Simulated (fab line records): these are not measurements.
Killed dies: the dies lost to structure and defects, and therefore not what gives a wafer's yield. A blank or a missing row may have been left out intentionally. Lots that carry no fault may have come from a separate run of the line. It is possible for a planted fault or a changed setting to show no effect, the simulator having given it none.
Matching of chambers    flow n5Finfet    N5_BEOL_M1_STRIP_19 on rieDiel-03 has 4 sister chambers
The step strips in O2. 4 wafers are shown with their chamber, then 6 later ones without.

## EACH WAFER AND ITS CHAMBER
wafer   chamber  showerheadPlenumPTorr (Torr)
L079.1  2        2.07
L079.2  3        2.01
L086.3  0        2.19
L086.5  1        2.05

## WAFERS WHOSE CHAMBER IS MISSING
wafer   showerheadPlenumPTorr (Torr)
L087.3  2.05
L087.4  2.06
L087.5  2.06
L097.1  1.99
L097.3  2.18
L097.5  2.05

## WHICH CHAMBER EACH ONE RAN IN
wafer   from the rows above      in truth
L087.3  can't be placed: 1 or 2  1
L087.4  can't be placed: 2 or 1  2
L087.5  can't be placed: 2 or 1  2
L097.1  3                        3
L097.3  0                        0
L097.5  can't be placed: 1 or 2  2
Correctly placed: 2 of 6. Cannot be placed on the basis of these rows: 4; the candidates contain the true chamber in 4. Placed wrongly: 0.
How it was worked out, from the rows above alone: a wafer's distance from a chamber is the root of the sum, over the readings, of the square of ((its reading less the chamber's mean) divided by the reading's scatter). The wafer belongs to the nearest chamber; if the next one is less than 2 further off, it can't be placed. Each chamber's mean is taken over the wafers shown for it. The scatter (one wafer shown for each chamber): square how far every hidden wafer sits from the nearest shown wafer, average those squares and take the square root.
